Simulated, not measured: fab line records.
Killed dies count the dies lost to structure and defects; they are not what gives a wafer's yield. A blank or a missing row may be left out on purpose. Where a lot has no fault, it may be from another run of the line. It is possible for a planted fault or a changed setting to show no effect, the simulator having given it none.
One fault seen from 2 desks	flow nandHarc	only its own numbers are on each desk; what lay behind them is given at the end

## THE METROLOGY DESK
What the gauges read for every lot (on any tool): the sampled wafers with a number, averaged. Any lot whose mean is over 4 standard deviations away from the usual mean is out of limits and marked OUT; that distance is given in the brackets.
Columns: A = thkNm at NHARC_A_ONON_D2_THK_MEAS_11, usual 998 nm; B = thkNm at NHARC_A_ONON_D2_THK_MEAS_21, usual 1000 nm
lot	first seen here	A	B
L215	day 13 04:38	996	1012
L217	day 14 02:35	985	982
L222	day 16 04:02	994	1663 (+55) OUT
L224	day 17 03:55	1026	1672 (+56) OUT
L229	day 19 03:29	1000	1012
L230	day 19 03:31	994	1001
L232	day 19 23:46	1007	998
L231	day 19 23:46	988	1004
L233	day 20 13:32	999	993
L234	day 21 03:34	993	996
L235	day 21 09:23	1005	1002
L236	day 21 20:33	986	1012
Finding of this desk: L222, L224 out of limits; the first was L222 at day 16 18:08, on thkNm at NHARC_A_ONON_D2_THK_MEAS_21. L215, L217, L229, L230, L232, L231, L233, L234, L235, L236: within limits.

## DESK OF THE TOOL OWNER: pecvdOnon-03
The tool's own readings at NHARC_A_ONON_D2_DEP_19 (target thk 1000 nm): means of the sampled wafers that have a number, for each lot that ran on this tool. Any lot whose mean is over 4 standard deviations away from the usual mean is out of limits and marked OUT; that distance is given in the brackets.
Columns: A = susceptorTempC at NHARC_A_ONON_D2_DEP_19, usual 400.04 C
lot	first seen here	A
L215	day 13 13:17	400.48
L222	day 16 17:44	399.88
L224	day 17 12:20	399.97
L231	day 20 08:28	399.76
L233	day 20 21:56	399.96
Finding of this desk: none of the 5 lots has anything out of limits.

## BROUGHT TOGETHER
The metrology desk could have raised an alarm at day 16 18:08, on L222, L224.
The desk of the tool owner found nothing out of limits.
On record at the tool owner's desk: L222, L224, within its limits.
Of the lots named, all ran NHARC_A_ONON_D2_DEP_19 on pecvdOnon-03.

## WHAT WAS PUT IN BY THE SIMULATOR
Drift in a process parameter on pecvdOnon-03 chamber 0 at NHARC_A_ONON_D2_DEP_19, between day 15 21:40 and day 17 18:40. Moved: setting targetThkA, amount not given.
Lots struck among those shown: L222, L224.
Per desk, hours elapsed from the start of the fault to the first reading out of limits: for the metrology desk, 20.
